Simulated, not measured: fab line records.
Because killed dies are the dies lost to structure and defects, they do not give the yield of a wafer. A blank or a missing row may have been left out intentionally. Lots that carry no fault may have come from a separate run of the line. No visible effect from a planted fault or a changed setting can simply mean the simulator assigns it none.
2 desks looking at one fault    flow nand-harc    only its own numbers are on each desk; what lay behind them is given at the end

## AT THE METROLOGY DESK
Means of the sampled wafers that have a number, per lot and without regard to the tool the lot ran on: this is what the gauges read. Marked OUT: a lot whose mean sits more than 4 standard deviations from the usual mean, which makes it out of limits; the brackets give that distance.
Columns: A = overlay-x-nm at NHARC_HYBRID_BOND_OVL_MEAS_05, usual 0 nm; B = overlay-y-nm at NHARC_HYBRID_BOND_OVL_MEAS_05, usual -2 nm
lot   first seen here  A    B
L760  day 23 23:55     -16  9
L761  day 24 17:21     -1   -16
L763  day 24 17:22     23   -3
L764  day 25 05:43     -6   -19
L765  day 25 10:16     26   -18
L766  day 25 10:16     17   -25
L767  day 26 16:58     -23  -22
L770  day 27 17:56     -4   1
L774  day 30 12:50     13   43
L780  day 31 17:40     -15  -5
L781  day 32 09:01     0    -22
L782  day 33 02:26     26   -3
This desk's finding: nothing out of limits on any of the 12 lots.

## AT THE TOOL OWNER'S DESK: krf-scanner-01
The tool's own readings at NHARC_THIN_TSV_EXPOSE_09 (exposes mask TSV): means of the sampled wafers that have a number, for each lot that ran on this tool. Marked OUT: a lot whose mean sits more than 4 standard deviations from the usual mean, which makes it out of limits; the brackets give that distance.
Columns: A = exposure-dose-mJ-cm2 at NHARC_THIN_TSV_EXPOSE_09, usual 30.69
lot   first seen here  A
L764  day 25 08:18     30.68
L766  day 25 14:01     30.66
L767  day 26 19:33     28.45 (-15) OUT
L774  day 30 15:20     29.74 (-6.3) OUT
This desk finds L767, L774 out of limits, L767 being first, at day 26 19:33 (exposure-dose-mJ-cm2 at NHARC_THIN_TSV_EXPOSE_09). L764, L766: within limits.

## PUT TOGETHER
The tool owner's desk had the chance to raise an alarm at day 26 19:33 on L767, L774.
From the metrology desk's view, nothing was out of limits.
The metrology desk holds a record of L767, L774, inside its limits.
Every lot named ran NHARC_THIN_TSV_EXPOSE_09 on krf-scanner-01.

## WHAT THE SIMULATOR HAD PUT IN
Drift in process parameters on krf-scanner-01 at NHARC_THIN_TSV_EXPOSE_09, starting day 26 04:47. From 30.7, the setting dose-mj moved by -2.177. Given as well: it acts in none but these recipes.
Struck lots among those shown: L767, L774.
How many hours passed from the start of the fault until each desk's first out-of-limits reading: the tool owner's desk, 15.
